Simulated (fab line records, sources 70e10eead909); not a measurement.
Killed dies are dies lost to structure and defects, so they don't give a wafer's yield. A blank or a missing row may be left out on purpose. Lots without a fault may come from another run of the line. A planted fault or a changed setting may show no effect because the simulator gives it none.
Which tool did it? | flow nand_harc | 24 lots, 72 wafers sampled, at 6 steps of a route of 1302

WHAT THE GAUGES READ, wafer by wafer
The record holds no reading of a measuring or inspecting step that can be judged against a usual standard deviation.

WHICH TOOL RAN EACH LOT (tool, then ch and the chambers of the sampled wafers, then the start)
lot  | NHARC_A_STAIRCASE_ETCH_17                     | NHARC_A_STAIRCASE_ETCH_19                     | NHARC_A_STAIRCASE_TRIM_22                     | NHARC_A_STAIRCASE_TRIM_189                    | NHARC_A_STAIRCASE_ETCH_271         | NHARC_A_STAIRCASE_CMP_472
L074 | rie_diel-01 ch 0,3, day 16 18:05 or earlier   | rie_diel-01 ch 0,1,3, day 16 18:05 or earlier | rie_diel-10 ch 0,1,2, day 16 18:05 or earlier | rie_diel-02 ch 1,3, day 16 18:05 or earlier   | rie_diel-02 ch 0,2,3, day 16 18:05 | cmp-03 ch 1,2,3, day 19 14:07
L075 | rie_diel-10 ch 0,1,2, day 16 23:25 or earlier | rie_diel-10 ch 1,2,3, day 16 23:25 or earlier | rie_diel-10 ch 1,2,3, day 16 23:25 or earlier | rie_diel-01 ch 1,2,3, day 16 23:25 or earlier | rie_diel-02 ch 1,2,3, day 16 23:25 | cmp-01 ch 1,2, day 19 20:28
L076 | rie_diel-10 ch 1,3, day 17 13:53 or earlier   | rie_diel-10 ch 1,2,3, day 17 13:53 or earlier | rie_diel-01 ch 1,2, day 17 13:53 or earlier   | rie_diel-02 ch 0,2,3, day 17 13:53 or earlier | rie_diel-01 ch 1,3, day 17 13:53   | cmp-01 ch 0,1,3, day 20 04:14
L078 | rie_diel-01 ch 0,1,2, day 17 22:40 or earlier | rie_diel-01 ch 0,2,3, day 17 22:40 or earlier | rie_diel-01 ch 0,2,3, day 17 22:40 or earlier | rie_diel-01 ch 2,3, day 17 22:40 or earlier   | rie_diel-10 ch 1,2,3, day 17 22:40 | cmp-02 ch 0,1,3, day 20 16:10
L077 | rie_diel-02 ch 1,2,3, day 18 01:07 or earlier | rie_diel-02 ch 2,3, day 18 01:07 or earlier   | rie_diel-02 ch 1,2,3, day 18 01:07 or earlier | rie_diel-10 ch 1,2,3, day 18 01:07 or earlier | rie_diel-01 ch 0,1,2, day 18 01:07 | cmp-01 ch 0,2,3, day 20 16:02
L079 | rie_diel-01 ch 0,2,3, day 18 19:34 or earlier | rie_diel-01 ch 0,2,3, day 18 19:34 or earlier | rie_diel-01 ch 0,1,3, day 18 19:34 or earlier | rie_diel-10 ch 1,2,3, day 18 19:34 or earlier | rie_diel-01 ch 0,1,3, day 18 19:34 | cmp-03 ch 0,1,3, day 21 15:07
L080 | rie_diel-02 ch 0,1,2, day 18 22:14 or earlier | rie_diel-02 ch 0,2,3, day 18 22:14 or earlier | rie_diel-01 ch 0,1,3, day 18 22:14 or earlier | rie_diel-01 ch 1,2,3, day 18 22:14 or earlier | rie_diel-01 ch 2,3, day 18 22:14   | cmp-03 ch 0,1,3, day 21 17:06
L081 | rie_diel-02 ch 0,1,3, day 19 12:08 or earlier | rie_diel-02 ch 1,2, day 19 12:08 or earlier   | rie_diel-02 ch 0,2,3, day 19 12:08 or earlier | rie_diel-02 ch 0,2, day 19 12:08 or earlier   | rie_diel-02 ch 0,3, day 19 12:08   | cmp-01 ch 0,1, day 21 22:41
L083 | rie_diel-02 ch 0,1, day 19 23:01 or earlier   | rie_diel-02 ch 2,3, day 19 23:01 or earlier   | rie_diel-10 ch 0,1,3, day 19 23:01 or earlier | rie_diel-10 ch 1,3, day 19 23:01 or earlier   | rie_diel-02 ch 0,2,3, day 19 23:01 | cmp-01 ch 2,3, day 22 16:37
L082 | rie_diel-10 ch 1,2,3, day 20 03:25 or earlier | rie_diel-10 ch 0,2, day 20 03:25 or earlier   | rie_diel-10 ch 1,3, day 20 03:25 or earlier   | rie_diel-10 ch 2,3, day 20 03:25 or earlier   | rie_diel-01 ch 1,2,3, day 20 03:25 | cmp-02 ch 0,1, day 22 16:38
L084 | rie_diel-02 ch 2,3, day 20 19:45 or earlier   | rie_diel-02 ch 0,1,2, day 20 19:45 or earlier | rie_diel-02 ch 0,1,3, day 20 19:45 or earlier | rie_diel-01 ch 0,1,2, day 20 19:45 or earlier | rie_diel-10 ch 0,2,3, day 20 19:45 | cmp-03 ch 0,1,2, day 23 09:38
L085 | rie_diel-10 ch 0,3, day 21 03:40 or earlier   | rie_diel-10 ch 0,2,3, day 21 03:40 or earlier | rie_diel-01 ch 1,2,3, day 21 03:40 or earlier | rie_diel-02 ch 0,3, day 21 03:40 or earlier   | rie_diel-01 ch 0,1,2, day 21 03:40 | cmp-01 ch 0,2,3, day 23 09:20
L086 | rie_diel-02 ch 0,2, day 21 12:49 or earlier   | rie_diel-02 ch 0,1,2, day 21 12:49 or earlier | rie_diel-10 ch 0,3, day 21 12:49 or earlier   | rie_diel-02 ch 0,3, day 21 12:49 or earlier   | rie_diel-02 ch 0,2, day 21 12:49   | cmp-01 ch 0,1, day 23 23:12
L087 | rie_diel-01 ch 0,1, day 21 13:14 or earlier   | rie_diel-01 ch 0,3, day 21 13:14 or earlier   | rie_diel-01 ch 1,2, day 21 13:14 or earlier   | rie_diel-10 ch 0,1, day 21 13:14 or earlier   | rie_diel-02 ch 0,3, day 21 13:14   | cmp-03 ch 1,2, day 23 23:11
L089 | rie_diel-01 ch 0,1,2, day 22 09:38 or earlier | rie_diel-01 ch 0,1, day 22 09:38 or earlier   | rie_diel-01 ch 2,3, day 22 09:38 or earlier   | rie_diel-10 ch 1,2,3, day 22 09:38 or earlier | rie_diel-01 ch 1,2, day 22 09:38   | cmp-03 ch 0,1,3, day 24 22:40
L088 | rie_diel-01 ch 0,1,3, day 22 14:12 or earlier | rie_diel-01 ch 0,1,2, day 22 14:12 or earlier | rie_diel-02 ch 1,3, day 22 14:12 or earlier   | rie_diel-01 ch 0,1,3, day 22 14:12 or earlier | rie_diel-01 ch 1,2,3, day 22 14:12 | cmp-01 ch 0,2, day 24 22:48
L091 | rie_diel-02 ch 0,3, day 23 09:49 or earlier   | rie_diel-02 ch 0,3, day 23 09:49 or earlier   | rie_diel-10 ch 1,2,3, day 23 09:49 or earlier | rie_diel-02 ch 2,3, day 23 09:49 or earlier   | rie_diel-10 ch 0,1,2, day 23 09:49 | cmp-03 ch 0,3, day 25 21:39
L090 | rie_diel-01 ch 0,1,2, day 23 11:15 or earlier | rie_diel-01 ch 0,1,2, day 23 11:15 or earlier | rie_diel-02 ch 0,1,3, day 23 11:15 or earlier | rie_diel-10 ch 2,3, day 23 11:15 or earlier   | rie_diel-01 ch 1,2,3, day 23 11:15 | cmp-03 ch 0,1, day 26 02:04
L093 | rie_diel-01 ch 0,3, day 24 06:37 or earlier   | rie_diel-01 ch 1,2,3, day 24 06:37 or earlier | rie_diel-01 ch 0,1,3, day 24 06:37 or earlier | rie_diel-02 ch 0,2,3, day 24 06:37 or earlier | rie_diel-10 ch 1,2,3, day 24 06:37 | cmp-01 ch 1,2, day 27 00:03
L092 | rie_diel-02 ch 1,2, day 24 04:38 or earlier   | rie_diel-02 ch 0,2,3, day 24 04:38 or earlier | rie_diel-02 ch 1,2, day 24 04:38 or earlier   | rie_diel-10 ch 0,3, day 24 04:38 or earlier   | rie_diel-02 ch 0,1,3, day 24 04:38 | cmp-03 ch 0,1, day 26 23:58
L095 | rie_diel-02 ch 0,2,3, day 25 06:05 or earlier | rie_diel-02 ch 0,2,3, day 25 06:05 or earlier | rie_diel-10 ch 1,2,3, day 25 06:05 or earlier | rie_diel-10 ch 1,2,3, day 25 06:05 or earlier | rie_diel-01 ch 0,2,3, day 25 06:05 | cmp-03 ch 0,1,2, day 27 21:26
L094 | rie_diel-02 ch 0,1, day 25 05:38 or earlier   | rie_diel-02 ch 0,1,2, day 25 05:38 or earlier | rie_diel-02 ch 1,2,3, day 25 05:38 or earlier | rie_diel-10 ch 0,1, day 25 05:38 or earlier   | rie_diel-01 ch 1,2, day 25 05:38   | cmp-01 ch 0,3, day 27 22:40
L097 | rie_diel-10 ch 1,2,3, day 25 19:20 or earlier | rie_diel-10 ch 0,1,2, day 25 19:20 or earlier | rie_diel-10 ch 1,3, day 25 19:20 or earlier   | rie_diel-10 ch 0,1,2, day 25 19:20 or earlier | rie_diel-01 ch 0,1, day 25 19:20   | cmp-01 ch 1,3, day 28 07:04
L096 | rie_diel-01 ch 0,2, day 25 19:11 or earlier   | rie_diel-01 ch 1,2, day 25 19:11 or earlier   | rie_diel-10 ch 1,2,3, day 25 19:11 or earlier | rie_diel-01 ch 0,1, day 25 19:11 or earlier   | rie_diel-02 ch 2,3, day 25 19:11   | cmp-02 ch 1,2,3, day 28 06:53
- NHARC_A_STAIRCASE_ETCH_17: etches the open film in C4F8/O2, target depth 100 nm, time 40.5 s.
- NHARC_A_STAIRCASE_ETCH_19: etches the open film in C4F8/O2, target depth 100 nm, time 40.5 s.
- NHARC_A_STAIRCASE_TRIM_22: chemistry O2, time 211.2 s.
- NHARC_A_STAIRCASE_TRIM_189: chemistry O2, time 211.2 s.
- NHARC_A_STAIRCASE_ETCH_271: etches the open film in CF4/CHF3.
- NHARC_A_STAIRCASE_CMP_472: polishes SiO2.

WHAT THE TOOLS THEMSELVES READ (means of the sampled wafers that have a number; where no wafer has one, the mark that the record gives instead)
NHARC_A_STAIRCASE_ETCH_17.
lot  | tool        | oes_product_au (a.u.) | rf_vpp_V (V)
L074 | rie_diel-01 | 0.955                 | 902
L075 | rie_diel-10 | 0.969                 | 897
L076 | rie_diel-10 | 0.942                 | 900
L078 | rie_diel-01 | 0.955                 | 899
L077 | rie_diel-02 | 0.947                 | 896
L079 | rie_diel-01 | 0.936                 | 902
L080 | rie_diel-02 | 0.944                 | 892
L081 | rie_diel-02 | 0.952                 | 898
L083 | rie_diel-02 | 0.964                 | 895
L082 | rie_diel-10 | 0.950                 | 901
L084 | rie_diel-02 | 0.947                 | 894
L085 | rie_diel-10 | 0.931                 | 901
L086 | rie_diel-02 | 0.955                 | 891
L087 | rie_diel-01 | 0.946                 | 894
L089 | rie_diel-01 | 0.954                 | 897
L088 | rie_diel-01 | 0.948                 | 897
L091 | rie_diel-02 | 0.951                 | 896
L090 | rie_diel-01 | 0.949                 | 897
L093 | rie_diel-01 | 0.951                 | 898
L092 | rie_diel-02 | 0.967                 | 893
L095 | rie_diel-02 | 0.939                 | 894
L094 | rie_diel-02 | 0.950                 | 893
L097 | rie_diel-10 | 0.938                 | 899
L096 | rie_diel-01 | 0.949                 | 897

NHARC_A_STAIRCASE_ETCH_19.
lot  | tool        | oes_product_au (a.u.) | rf_vpp_V (V)
L074 | rie_diel-01 | 0.963                 | 899
L075 | rie_diel-10 | 0.959                 | 894
L076 | rie_diel-10 | 0.931                 | 895
L078 | rie_diel-01 | 0.945                 | 902
L077 | rie_diel-02 | 0.958                 | 895
L079 | rie_diel-01 | 0.960                 | 903
L080 | rie_diel-02 | 0.939                 | 897
L081 | rie_diel-02 | 0.956                 | 893
L083 | rie_diel-02 | 0.944                 | 894
L082 | rie_diel-10 | 0.943                 | 905
L084 | rie_diel-02 | 0.948                 | 893
L085 | rie_diel-10 | 0.934                 | 903
L086 | rie_diel-02 | 0.959                 | 891
L087 | rie_diel-01 | 0.946                 | 901
L089 | rie_diel-01 | 0.947                 | 894
L088 | rie_diel-01 | 0.937                 | 898
L091 | rie_diel-02 | 0.948                 | 899
L090 | rie_diel-01 | 0.948                 | 897
L093 | rie_diel-01 | 0.938                 | 900
L092 | rie_diel-02 | 0.943                 | 895
L095 | rie_diel-02 | 0.937                 | 894
L094 | rie_diel-02 | 0.964                 | 892
L097 | rie_diel-10 | 0.954                 | 902
L096 | rie_diel-01 | 0.940                 | 900

NHARC_A_STAIRCASE_TRIM_22.
lot  | tool        | drypump_motor_current_A (A) | oes_product_au (a.u.) | rf_vpp_V (V) | showerhead_plenum_p_Torr (Torr) | throttle_valve_pct (%)
L074 | rie_diel-10 | 5.6                         | 1.021                 | 58.2         | 3.55                            | 17.034
L075 | rie_diel-10 | 5.7                         | 1.003                 | 57.4         | 3.50                            | 17.033
L076 | rie_diel-01 | 6.0                         | 1.003                 | 58.1         | 3.67                            | 17.031
L078 | rie_diel-01 | 5.5                         | 1.010                 | 58.6         | 3.68                            | 17.037
L077 | rie_diel-02 | 6.0                         | 1.012                 | 58.2         | 3.55                            | 17.051
L079 | rie_diel-01 | 5.5                         | 0.998                 | 58.0         | 3.58                            | 17.028
L080 | rie_diel-01 | 5.5                         | 1.008                 | 58.1         | 3.58                            | 17.035
L081 | rie_diel-02 | 5.9                         | 1.005                 | 57.6         | 3.51                            | 17.034
L083 | rie_diel-10 | 5.7                         | 1.006                 | 57.7         | 3.65                            | 17.035
L082 | rie_diel-10 | 5.9                         | 1.009                 | 58.2         | 3.60                            | 17.037
L084 | rie_diel-02 | 6.0                         | 1.006                 | 59.0         | 3.57                            | 17.035
L085 | rie_diel-01 | 5.9                         | 0.996                 | 58.2         | 3.65                            | 17.031
L086 | rie_diel-10 | 5.7                         | 1.003                 | 58.8         | 3.72                            | 17.038
L087 | rie_diel-01 | 6.0                         | 0.997                 | 58.1         | 3.66                            | 17.045
L089 | rie_diel-01 | 5.8                         | 1.007                 | 58.0         | 3.74                            | 17.043
L088 | rie_diel-02 | 6.0                         | 1.010                 | 57.3         | 3.60                            | 17.026
L091 | rie_diel-10 | 5.7                         | 1.012                 | 58.0         | 3.65                            | 17.045
L090 | rie_diel-02 | 5.9                         | 1.009                 | 57.9         | 3.57                            | 17.037
L093 | rie_diel-01 | 5.5                         | 1.007                 | 59.0         | 3.56                            | 17.031
L092 | rie_diel-02 | 6.2                         | 1.012                 | 57.4         | 3.38                            | 17.032
L095 | rie_diel-10 | 5.7                         | 1.011                 | 57.8         | 3.64                            | 17.035
L094 | rie_diel-02 | 6.0                         | 1.001                 | 58.0         | 3.52                            | 17.041
L097 | rie_diel-10 | 5.9                         | 1.013                 | 58.9         | 3.58                            | 17.033
L096 | rie_diel-10 | 5.7                         | 1.014                 | 58.1         | 3.64                            | 17.038

NHARC_A_STAIRCASE_TRIM_189.
lot  | tool        | drypump_motor_current_A (A) | oes_product_au (a.u.) | rf_vpp_V (V) | showerhead_plenum_p_Torr (Torr) | throttle_valve_pct (%)
L074 | rie_diel-02 | 6.0                         | 1.002                 | 58.8         | 3.62                            | 17.032
L075 | rie_diel-01 | 5.9                         | 1.017                 | 57.7         | 3.67                            | 17.037
L076 | rie_diel-02 | 5.9                         | 1.010                 | 58.0         | 3.52                            | 17.030
L078 | rie_diel-01 | 5.8                         | 1.010                 | 58.6         | 3.76                            | 17.040
L077 | rie_diel-10 | 5.7                         | 1.013                 | 58.2         | 3.49                            | 17.041
L079 | rie_diel-10 | 5.7                         | 1.013                 | 57.0         | 3.49                            | 17.038
L080 | rie_diel-01 | 5.9                         | 0.992                 | 58.4         | 3.66                            | 17.042
L081 | rie_diel-02 | 6.1                         | 1.008                 | 57.9         | 3.40                            | 17.042
L083 | rie_diel-10 | 5.9                         | 0.999                 | 57.3         | 3.60                            | 17.037
L082 | rie_diel-10 | 5.8                         | 1.004                 | 57.3         | 3.69                            | 17.035
L084 | rie_diel-01 | 5.6                         | 1.001                 | 57.9         | 3.58                            | 17.036
L085 | rie_diel-02 | 5.9                         | 0.997                 | 57.5         | 3.53                            | 17.042
L086 | rie_diel-02 | 5.7                         | 0.991                 | 58.4         | 3.65                            | 17.029
L087 | rie_diel-10 | 5.6                         | 1.012                 | 58.2         | 3.69                            | 17.033
L089 | rie_diel-10 | 5.7                         | 1.012                 | 57.7         | 3.65                            | 17.043
L088 | rie_diel-01 | 5.5                         | 1.004                 | 56.8         | 3.57                            | 17.040
L091 | rie_diel-02 | 5.7                         | 0.995                 | 58.7         | 3.61                            | 17.038
L090 | rie_diel-10 | 5.8                         | 0.997                 | 58.1         | 3.68                            | 17.042
L093 | rie_diel-02 | 5.9                         | 0.999                 | 58.2         | 3.49                            | 17.042
L092 | rie_diel-10 | 5.6                         | 1.000                 | 57.3         | 3.70                            | 17.028
L095 | rie_diel-10 | 5.7                         | 1.009                 | 58.1         | 3.64                            | 17.036
L094 | rie_diel-10 | 5.6                         | 1.015                 | 57.7         | 3.67                            | 17.036
L097 | rie_diel-10 | 5.5                         | 1.019                 | 58.2         | 3.68                            | 17.041
L096 | rie_diel-01 | 5.6                         | 1.011                 | 58.1         | 3.47                            | 17.034

NHARC_A_STAIRCASE_ETCH_271.
lot  | tool        | drypump_motor_current_A (A) | oes_product_au (a.u.) | rf_vpp_V (V) | showerhead_plenum_p_Torr (Torr) | throttle_valve_pct (%)
L074 | rie_diel-02 | 5.9                         | 0.922                 | 369.4        | 1.57                            | 16.804
L075 | rie_diel-02 | 5.9                         | 0.933                 | 370.4        | 1.59                            | 16.799
L076 | rie_diel-01 | 5.8                         | 0.932                 | 372.7        | 1.63                            | 16.794
L078 | rie_diel-10 | 5.7                         | 0.936                 | 370.0        | 1.55                            | 16.801
L077 | rie_diel-01 | 5.6                         | 0.973                 | 370.7        | 1.60                            | 16.794
L079 | rie_diel-01 | 5.5                         | 0.973                 | 372.0        | 1.60                            | 16.801
L080 | rie_diel-01 | 5.8                         | 0.957                 | 374.0        | 1.68                            | 16.800
L081 | rie_diel-02 | 5.9                         | 0.977                 | 370.7        | 1.58                            | 16.806
L083 | rie_diel-02 | 5.9                         | 0.931                 | 370.7        | 1.56                            | 16.808
L082 | rie_diel-01 | 5.9                         | 0.972                 | 372.0        | 1.63                            | 16.807
L084 | rie_diel-10 | 5.6                         | 0.967                 | 373.8        | 1.67                            | 16.808
L085 | rie_diel-01 | 5.5                         | 0.968                 | 370.8        | 1.60                            | 16.800
L086 | rie_diel-02 | 6.1                         | 0.945                 | 368.3        | 1.49                            | 16.804
L087 | rie_diel-02 | 5.9                         | 0.956                 | 370.4        | 1.58                            | 16.798
L089 | rie_diel-01 | 6.0                         | 0.928                 | 371.0        | 1.58                            | 16.792
L088 | rie_diel-01 | 5.8                         | 0.922                 | 372.3        | 1.62                            | 16.806
L091 | rie_diel-10 | 5.5                         | 0.936                 | 373.0        | 1.65                            | 16.811
L090 | rie_diel-01 | 5.9                         | 0.937                 | 372.3        | 1.62                            | 16.797
L093 | rie_diel-10 | 5.7                         | 0.938                 | 371.5        | 1.62                            | 16.801
L092 | rie_diel-02 | 6.0                         | 0.935                 | 370.7        | 1.59                            | 16.808
L095 | rie_diel-01 | 5.5                         | 0.948                 | 373.1        | 1.63                            | 16.808
L094 | rie_diel-01 | 5.9                         | 0.957                 | 371.5        | 1.63                            | 16.797
L097 | rie_diel-01 | 5.6                         | 0.941                 | 368.9        | 1.54                            | 16.801
L096 | rie_diel-02 | 5.7                         | 0.964                 | 370.8        | 1.60                            | 16.801

NHARC_A_STAIRCASE_CMP_472.
lot  | tool   | motor_current_A (A)
L074 | cmp-03 | 11.9
L075 | cmp-01 | 13.9
L076 | cmp-01 | 14.1
L078 | cmp-02 | 11.6
L077 | cmp-01 | 13.7
L079 | cmp-03 | 11.6
L080 | cmp-03 | 12.1
L081 | cmp-01 | 13.6
L083 | cmp-01 | 14.0
L082 | cmp-02 | 12.3
L084 | cmp-03 | 11.0
L085 | cmp-01 | 13.4
L086 | cmp-01 | 14.6
L087 | cmp-03 | 11.4
L089 | cmp-03 | 11.8
L088 | cmp-01 | 13.4
L091 | cmp-03 | 12.8
L090 | cmp-03 | 11.2
L093 | cmp-01 | 13.6
L092 | cmp-03 | 10.9
L095 | cmp-03 | 11.4
L094 | cmp-01 | 13.6
L097 | cmp-01 | 14.6
L096 | cmp-02 | 12.1

THE ANSWER, worked out from the rows above alone
Rule: what is usual is taken from the lots themselves. Put in order of their means at a reading, lots are off if they are a third of the lots or fewer, leave a main group of 4 or more, and stand apart from it by a gap of 3 or more times the standard deviation of the main group's means; of several such gaps the widest counts. A main group whose means are all the same, to the digits that the tables above print for the reading, isn't used. A lot without any number at a reading at which 4 lots or more have one is off too. The other lots that the step has rows for count as sound. The gauges are gone through in route order, then the tools' own readings, and for those a lot's mean is taken as printed above. The first step at which some lot is off is used, and at that step the reading that is off furthest; a lot without a number counts as furthest.
No lot is off at any reading shown: from this, nothing can be told.

WHAT THE SIMULATOR HAD PUT IN
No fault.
